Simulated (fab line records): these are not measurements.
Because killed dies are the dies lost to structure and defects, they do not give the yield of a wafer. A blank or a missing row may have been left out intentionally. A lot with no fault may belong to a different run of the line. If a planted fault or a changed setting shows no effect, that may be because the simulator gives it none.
Matching of chambers + flow nand harc + NHARC_A_CONTACT_ETCH_88 on rie diel-04 has 4 sister chambers
The step etches the open film in CF4, target depth 39 nm, time 65 s. 51 wafers are shown with their chamber, then 12 later ones without.

## WAFERS PAIRED WITH THEIR CHAMBERS
| wafer  | chamber | showerhead plenum p Torr (Torr) | drypump motor current A (A) | oes product au (a.u.) |
|--------|---------|---------------------------------|-----------------------------|-----------------------|
| L074.1 | 1       | 1.67                            | 5.2                         | 1.002                 |
| L074.2 | 2       | 1.75                            | 5.7                         | 1.028                 |
| L074.6 | 1       | 1.67                            | 5.2                         | 1.005                 |
| L075.1 | 0       | 1.72                            | 5.5                         | 1.015                 |
| L075.5 | 0       | 1.72                            | 5.4                         | 1.013                 |
| L075.6 | 3       | 1.76                            | 5.7                         | 1.013                 |
| L075.2 | 2       | 1.75                            | 5.7                         | 1.016                 |
| L075.3 | 3       | 1.76                            | 5.7                         | 1.000                 |
| L075.4 | 2       | 1.75                            | 5.7                         | 1.016                 |
| L076.1 | 2       | 1.75                            | 5.7                         | 1.007                 |
| L076.2 | 3       | 1.76                            | 5.7                         | 0.998                 |
| L076.5 | 2       | 1.75                            | 5.7                         | 1.027                 |
| L077.2 | 3       | 1.76                            | 5.7                         | 1.005                 |
| L077.4 | 3       | 1.76                            | 5.7                         | 0.998                 |
| L077.6 | 0       | 1.72                            | 5.5                         | 1.006                 |
| L077.1 | 2       | 1.75                            | 5.7                         | 1.027                 |
| L077.3 | 0       | 1.72                            | 5.4                         | 1.012                 |
| L077.5 | 2       | 1.75                            | 5.7                         | 1.011                 |
| L079.1 | 0       | 1.72                            | 5.4                         | 1.005                 |
| L079.2 | 3       | 1.75                            | 5.7                         | 0.974                 |
| L079.5 | 0       | 1.72                            | 5.5                         | 0.995                 |
| L078.2 | 3       | 1.75                            | 5.7                         | 0.985                 |
| L078.3 | 1       | 1.67                            | 5.2                         | 0.996                 |
| L078.6 | 2       | 1.75                            | 5.7                         | 1.011                 |
| L080.1 | 3       | 1.75                            | 5.7                         | 0.996                 |
| L080.2 | 1       | 1.67                            | 5.2                         | 0.991                 |
| L080.3 | 0       | 1.72                            | 5.4                         | 0.989                 |
| L080.4 | 2       | 1.75                            | 5.7                         | 1.008                 |
| L080.5 | 0       | 1.72                            | 5.4                         | 0.991                 |
| L080.6 | 1       | 1.67                            | 5.2                         | 0.990                 |
| L081.1 | 1       | 1.67                            | 5.2                         | 1.000                 |
| L081.3 | 3       | 1.75                            | 5.7                         | 0.993                 |
| L081.6 | 1       | 1.67                            | 5.2                         | 0.997                 |
| L082.1 | 2       | 1.75                            | 5.6                         | 1.016                 |
| L082.3 | 1       | 1.67                            | 5.2                         | 0.998                 |
| L082.5 | 1       | 1.67                            | 5.2                         | 0.998                 |
| L085.3 | 1       | 1.67                            | 5.2                         | 0.996                 |
| L085.5 | 1       | 1.67                            | 5.2                         | 0.995                 |
| L085.6 | 0       | 1.72                            | 5.5                         | 0.995                 |
| L086.2 | 2       | 1.74                            | 5.7                         | 1.013                 |
| L086.3 | 0       | 1.72                            | 5.5                         | 1.003                 |
| L086.6 | 2       | 1.74                            | 5.6                         | 1.010                 |
| L088.4 | 0       | 1.72                            | 5.5                         | 0.987                 |
| L088.5 | 2       | 1.74                            | 5.7                         | 1.016                 |
| L088.6 | 3       | 1.75                            | 5.7                         | 0.983                 |
| L091.1 | 1       | 1.67                            | 5.2                         | 0.999                 |
| L091.2 | 2       | 1.74                            | 5.7                         | 1.017                 |
| L091.3 | 0       | 1.72                            | 5.5                         | 1.001                 |
| L091.4 | 3       | 1.75                            | 5.7                         | 0.999                 |
| L091.5 | 3       | 1.75                            | 5.7                         | 1.002                 |
| L091.6 | 2       | 1.74                            | 5.6                         | 1.017                 |

SIGNATURES, as means of the wafers listed above
| reading                  | chamber 0 | chamber 1 | chamber 2 | chamber 3 | scatter within a chamber |
|--------------------------|-----------|-----------|-----------|-----------|--------------------------|
| showerhead plenum p Torr | 1.7200    | 1.6700    | 1.7467    | 1.7542    | 0.00365                  |
| drypump motor current A  | 5.458     | 5.200     | 5.680     | 5.700     | 0.0336                   |
| oes product au           | 1.00100   | 0.99725   | 1.01600   | 0.99550   | 0.00807                  |
Rule: a wafer's distance from a chamber is the root of the sum, over the readings, of the square of ((its reading less the chamber's mean) divided by the reading's scatter). If the next closest chamber is less than 2 further off than the closest, the wafer can't be placed; otherwise it belongs to the closest. How the scatter is found: for the shown wafers, subtract from each reading the mean of its chamber, square and add these, divide the total by (wafers less chambers), then take the root.

## WAFERS WHOSE CHAMBER IS MISSING
| wafer  | showerhead plenum p Torr (Torr) | drypump motor current A (A) | oes product au (a.u.) |
|--------|---------------------------------|-----------------------------|-----------------------|
| L093.2 | 1.72                            | 5.5                         | 1.007                 |
| L093.3 | 1.67                            | 5.2                         | 1.006                 |
| L093.5 | 1.72                            | 5.4                         | 0.998                 |
| L092.1 | 1.75                            | 5.7                         | 0.995                 |
| L092.5 | 1.67                            | 5.2                         | 0.990                 |
| L092.6 | 1.74                            | 5.7                         | 1.009                 |
| L094.1 | 1.74                            | 5.7                         | 1.013                 |
| L094.3 | 1.67                            | 5.2                         | 0.987                 |
| L094.6 | 1.75                            | 5.7                         | 0.992                 |
| L097.2 | 1.67                            | 5.2                         | 0.991                 |
| L097.4 | 1.72                            | 5.4                         | 0.999                 |
| L097.5 | 1.74                            | 5.7                         | 1.006                 |

## WHICH CHAMBER EACH ONE RAN IN
| wafer  | from the rows above     | in truth |
|--------|-------------------------|----------|
| L093.2 | 0                       | 0        |
| L093.3 | 1                       | 1        |
| L093.5 | 0                       | 0        |
| L092.1 | can't be placed: 3 or 2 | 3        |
| L092.5 | 1                       | 1        |
| L092.6 | 2                       | 2        |
| L094.1 | 2                       | 2        |
| L094.3 | 1                       | 1        |
| L094.6 | can't be placed: 3 or 2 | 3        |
| L097.2 | 1                       | 1        |
| L097.4 | 0                       | 0        |
| L097.5 | can't be placed: 2 or 3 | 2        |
Placed correctly: 9 of 12. From these rows, 3 cannot be placed; in 3 the true chamber is one of the candidates. Number placed wrongly: 0.
